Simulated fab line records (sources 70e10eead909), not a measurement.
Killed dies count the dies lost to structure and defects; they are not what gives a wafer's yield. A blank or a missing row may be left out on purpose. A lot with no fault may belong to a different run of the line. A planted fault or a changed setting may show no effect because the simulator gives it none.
Chamber matching | flow nandHarc | NHARC_A_STAIRCASE_TRIM_20 on rieDiel-05: 4 sister chambers
The step chemistry O2, time 211.2 s. 4 wafers are shown with their chamber, then 10 later ones without.

## WAFERS, EACH WITH ITS CHAMBER
wafer  | chamber | showerheadPlenumPTorr (Torr)
L087.5 | 2       | 3.59
L087.6 | 3       | 3.56
L086.1 | 1       | 3.32
L086.2 | 0       | 3.34

## WAFERS WITHOUT THEIR CHAMBER
wafer  | showerheadPlenumPTorr (Torr)
L086.6 | 3.59
L092.1 | 3.55
L092.3 | 3.31
L092.4 | 3.33
L096.1 | 3.54
L096.2 | 3.58
L096.5 | 3.32
L096.3 | 3.32
L096.4 | 3.30
L096.6 | 3.54

## THE CHAMBER EACH PASSED THROUGH
wafer  | from the rows above     | in truth
L086.6 | 2                       | 2
L092.1 | 3                       | 3
L092.3 | can't be placed: 1 or 0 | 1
L092.4 | can't be placed: 0 or 1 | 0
L096.1 | 3                       | 3
L096.2 | can't be placed: 2 or 3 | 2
L096.5 | can't be placed: 1 or 0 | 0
L096.3 | can't be placed: 1 or 0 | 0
L096.4 | can't be placed: 1 or 0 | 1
L096.6 | 3                       | 3
Placed correctly: 4 of 10. Can't be placed from these rows: 6 (the true chamber is among the candidates in 6). Placed wrongly: 0.
How it was worked out, from the rows above alone: a wafer's distance from a chamber is the root of the sum, over the readings, of the square of ((its reading less the chamber's mean) divided by the reading's scatter). The wafer belongs to the nearest chamber; if the next one is less than 2 further off, it can't be placed. A chamber's mean is the mean of its shown wafers. The scatter: with one shown wafer a chamber, the root of the mean of the squares of how far each hidden wafer lies from its nearest shown one.
